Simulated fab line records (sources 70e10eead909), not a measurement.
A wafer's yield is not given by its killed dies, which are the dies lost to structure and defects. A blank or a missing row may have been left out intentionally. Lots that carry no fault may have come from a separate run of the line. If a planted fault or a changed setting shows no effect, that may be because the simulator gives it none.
Problem report, 8D (eight disciplines) form, completed by code ; flow nandHarc ; the parts of the form that need people (team, actions taken, sign-off) are left out

## 1. PROBLEM STATEMENT
sort_bin_2_pct at NHARC_END_SORT_01 reads a mean of 97.8 % on 3 wafers of 2 lots; wafers without a fault read 1.5 % with a standard deviation of 0.69. That is +99 or more standard deviations from the usual mean.
Earliest sighting: wafer L128.4 on prober-01 at day 22 15:13. The record has a number at this step for 6 wafers belonging to 2 lots. The rule behind "out" and "out of limits": a value lying over 4 standard deviations away from the usual mean. The other wafers with a number count as sound.

## 2. WHAT IT IS; WHAT IT IS NOT
question;is;is not
which readings at this step;sort_bin_2_pct, defectLimitedYield, killedAtArray, killedDies, sortNPass, sortRimYieldPct, sortYieldPct;killedAtOther, killedAtPeriphery, killedOpen, killedShort, sort_bin_3_pct, sort_bin_4_pct
which lots;L125, L128;-
which wafers of those lots;L125.4, L125.5, L128.4;L125.3, L128.2, L128.3
read on which gauges;prober-01, prober-02;-
when;from day 22 15:13;"up to then (2 sound wafers); but 1 sound wafer of L125 came after"

## 3. SUSPECTS, AND WHAT RULES EACH OUT
Counting: any tool at a process step up to the reading remains a suspect provided it ran every lot that is out. Sound lots after the first of them don't rule it out here, since some wafers of a struck lot are sound.
- the gauge at NHARC_END_SORT_01 has been ruled out. 2 gauges (prober-01, prober-02) read the wafers that are out.
- pvdSputter-03 at NHARC_A_M1_PVD_21 (deposits Cu, target thk 30 nm, time 20.49 s): kept. It ran every lot that is out, first L128 (day 21 02:19).
- pecvd-04 at NHARC_THIN_TSV_DEP_43 (deposits SiO2, target thk 1328.5 nm): kept. It ran every lot that is out, first L128 (day 21 21:17).
Left after counting: pvdSputter-03 at NHARC_A_M1_PVD_21, pecvd-04 at NHARC_THIN_TSV_DEP_43.

## 4. THE CAUSE (what the simulator had put in)
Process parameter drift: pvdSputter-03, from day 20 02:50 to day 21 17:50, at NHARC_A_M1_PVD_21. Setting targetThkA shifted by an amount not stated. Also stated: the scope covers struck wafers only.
After counting, 2 suspects remain, this tool included.

## 5. THE CHAIN OF EFFECTS, in route order
One row per reading whose mean, taken over the struck wafers that have a number, lies over 3 standard deviations from the usual. Only readings whose record carries a usual standard deviation are examined. hours: median over the lots of the time between each lot's start at the first step of this table that gives one and its start at this step. sigmas: the change, counted in usual standard deviations.
hours;step;reading;usual;on struck wafers;change;sigmas
0;NHARC_END_SORT_01;defectLimitedYield;95.4 %;0.0;-95.4;-56
0;NHARC_END_SORT_01;killedAtArray;27;674;+647;+59
0;NHARC_END_SORT_01;killedDies;31;677;+646;+54
0;NHARC_END_SORT_01;sort_bin_2_pct;1.5 %;97.8;+96.3;+99 or more
0;NHARC_END_SORT_01;sortNPass;646;0;-646;-54
0;NHARC_END_SORT_01;sortRimYieldPct;94 %;0;-94;-28
0;NHARC_END_SORT_01;sortYieldPct;95.4 %;0.0;-95.4;-56

## 6. WHAT WOULD HAVE CAUGHT IT SOONER
Counted from the fault's start at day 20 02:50, it took 60 hours until the first out-of-limits reading at a measuring or inspecting step in this record, taken at day 22 15:13.
Tool readings at NHARC_A_M1_PVD_21 with a usual standard deviation given in the record: none out on any struck wafer, hence no alarm at a limit of 4 standard deviations on them.
By day 22 15:13, every lot that is out (2) had started NHARC_A_M1_PVD_21 on pvdSputter-03. A hold on the tool at that time would have spared none of them.
